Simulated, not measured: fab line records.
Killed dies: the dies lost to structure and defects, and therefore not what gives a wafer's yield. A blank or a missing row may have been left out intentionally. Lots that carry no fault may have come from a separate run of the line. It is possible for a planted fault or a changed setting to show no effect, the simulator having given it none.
Comparing a struck lot with a sound one    flow n5 finfet    37 out of 1938 route steps
Sound: the wafers L362.4, L362.5, L362.6. Struck: wafer L353.5 (left out: L353.2, L353.6 of the same lot, which were not struck); the cause appears at the end.
For every step that has rows: the tool of each side, followed by ch and its chambers, followed by its first start. Under that, the readings that differ: sound wafers    struck wafers    difference of the means    sigmas: that difference in standard deviations of wafers without a fault.
alike: readings whose means differ by less than 2 such deviations, and words and numbers that are the same on both sides. not compared: withheld readings, readings that some wafer has no value for, bounds like >300 that may hide the same value, and numbers for which the record gives no deviation and whose values overlap.
The two part at a step that has a row with sigmas, a row that says differs or no value, or rows on one side only. Numbers that have no deviation but don't overlap get no sigmas and don't part them. A reading that every wafer of one side lacks parts them only if that side has two wafers or more.

first, 8 steps without rows for these wafers: N5_BEOL_M7_SPUTTER_48 (material Cu, target thk 10 nm, time 1.667 s); N5_BEOL_M7_ECD_50 (material Cu, target thk 300 nm); N5_BEOL_M7_ANNEAL_51 (time 90 s); N5_BEOL_M7_CMP_52 (polishes, stops on SiCOH lowk, t overpolish 6.9 s, target thk 80 nm); N5_BEOL_M7_PRE_CLEAN_55 (time 15 s); N5_BEOL_M7_DEP_56 (deposits SiCN from 3MS/NH3, target thk 10 nm, time 17.5 s); N5_BEOL_M8_ILD_DEP_00 (deposits SiCOH lowk from DEMS/porogen, target thk 179.75 nm, time 33.4 s); N5_BEOL_M8_CURE_74 (cures SiCOH lowk, time 240 s).
N5_BEOL_M8_PECVD_70: deposits SiO2 from TEOS/O2, target thk 20 nm, time 22.7 s.
  sound on pecvd-01 ch 0,1,2, day 14 10:36; struck on pecvd-01 ch 0, day 11 15:57
reading                                     sound                 struck  difference  sigmas
heater power outer w (W)                    393 421 386           180     -220        -5
heater power w (W)                          650 706 669           363     -312        -4
susceptor temp C (C)                        399.74 399.98 400.05  332.33  -67.59      -99 or more
model.SiO2_of_BEOL_M8_PECVD_70.thk nm (nm)  20 20.2 20.2          27.6    +7.5        
  alike: rf fwd power W, showerhead plenum p Torr, throttle valve pct
  not compared: since wet clean h
then, 25 steps without rows for these wafers: N5_BEOL_M8_HM_DEP_02 (deposits TiN, target thk 20 nm); N5_BEOL_M8_COAT_59 (time 60 s, resist thk 100 nm); N5_BEOL_M8_COAT_60 (time 60 s, resist thk 35 nm); N5_BEOL_M8_COAT_05 (resist thk 90 nm); N5_BEOL_M8_EBR_07; N5_BEOL_M8_SOFTBAKE_06 (time 60 s); N5_BEOL_M8_EXPOSE_08 (exposes mask M8); N5_BEOL_M8_PEB_09 (peb time 60 s); N5_BEOL_M8_DEVELOP_10 (develop time 30 s); N5_BEOL_M8_DESCUM_16 (chemistry O2, time 7.9 s); N5_BEOL_M8_ETCH_61 (etches SiARC in CF4, target depth 45.5 nm, time 75.8 s); N5_BEOL_M8_ETCH_62 (etches SOC in N2/H2, target depth 110 nm, overetch 22 nm, time 165 s); N5_BEOL_M8_STRIP_68 (strips in N2/H2); N5_BEOL_M8_STRIP_67 (strips in CF4); N5_BEOL_M8_HM_OPEN_17 (chemistry Cl2/BCl3, target TiN, target depth 20 nm, overetch 6 nm); N5_BEOL_M8_STRIP_19 (strips in O2); N5_BEOL_M8_COAT_63 (time 60 s, resist thk 60 nm); N5_BEOL_M8_COAT_64 (time 60 s, resist thk 12 nm); N5_BEOL_M8_COAT_71 (time 60 s, resist thk 5 nm); N5_BEOL_M8_COAT_22 (resist thk 30 nm); N5_BEOL_M8_EBR_24; N5_BEOL_M8_SOFTBAKE_23 (time 60 s); N5_BEOL_M8_EXPOSE_25 (exposes mask V7, target cd 40 nm); N5_BEOL_M8_PEB_26 (peb time 60 s); N5_BEOL_M8_DEVELOP_27 (develop time 30 s).
N5_BEOL_M8_HM_STRIP_39: strips TiN in peroxide tin strip, target depth 25 nm, time 158 s.
  sound on wet bench-01 ch 1,4,5, day 14 14:50; struck on wet bench-01 ch 0, day 11 23:44
reading                                     sound       struck  difference  sigmas
model.SiO2_of_BEOL_M8_PECVD_70.thk nm (nm)  20 20 20.2  27.4    +7.3        
N5_BEOL_M8_CMP_52: polishes, stops on SiCOH lowk, t overpolish 6.9 s, target thk 80 nm.
  sound on cmp-04 ch 0,1, day 14 17:28; struck on cmp-04 ch 3, day 12 03:14
reading                       sound           struck  difference  sigmas
barrier field endpoint s (s)  30.8 29.7 28.7  38.2    +8.5        +9
  alike: edge zone pressure frac, motor current A, slurry flow ml min
then, 1 step without rows for these wafers: N5_PASSIVATION_PROBE_49.

== WHERE THEY PART ==
Last at N5_BEOL_M8_CMP_52 as far as this record goes, first at N5_BEOL_M8_PECVD_70.

WHY: whatever the simulator had introduced
pecvd-01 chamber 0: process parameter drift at N5_BEOL_M8_PECVD_70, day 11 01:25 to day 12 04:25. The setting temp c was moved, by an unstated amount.
